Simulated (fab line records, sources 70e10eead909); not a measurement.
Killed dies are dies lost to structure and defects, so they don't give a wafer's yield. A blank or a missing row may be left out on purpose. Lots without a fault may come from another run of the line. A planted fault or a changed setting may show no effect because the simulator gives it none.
Chamber matching | flow nand_harc | NHARC_A_BONDPAD_DEP_00 on pecvd-02: 3 sister chambers
The step deposits SiCN, target thk 250 nm. 3 wafers are shown with their chamber, then 7 later ones without.

WAFERS WITH THEIR CHAMBER
wafer  | chamber | heater_power_w (W)
L085.4 | 1       | 451
L085.6 | 2       | 515
L091.5 | 0       | 570

WAFERS WITHOUT THEIR CHAMBER
wafer  | heater_power_w (W)
L091.6 | 491
L096.1 | 511
L096.2 | 490
L096.4 | 606
L094.1 | 617
L094.3 | 522
L094.5 | 636

WHICH CHAMBER EACH WENT THROUGH
wafer  | from the rows above          | in truth
L091.6 | can't be placed: 2 or 1 or 0 | 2
L096.1 | can't be placed: 2 or 0 or 1 | 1
L096.2 | can't be placed: 2 or 1 or 0 | 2
L096.4 | can't be placed: 0 or 2      | 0
L094.1 | can't be placed: 0 or 2      | 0
L094.3 | can't be placed: 2 or 0 or 1 | 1
L094.5 | can't be placed: 0 or 2      | 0
Placed correctly: 0 of 7. Can't be placed from these rows: 7 (the true chamber is among the candidates in 7). Placed wrongly: 0.
How it was worked out, from the rows above alone: a wafer's distance from a chamber is the root of the sum, over the readings, of the square of ((its reading less the chamber's mean) divided by the reading's scatter). The wafer belongs to the nearest chamber; if the next one is less than 2 further off, it can't be placed. A chamber's mean is the mean of its shown wafers. The scatter: with one shown wafer a chamber, the root of the mean of the squares of how far each hidden wafer lies from its nearest shown one.
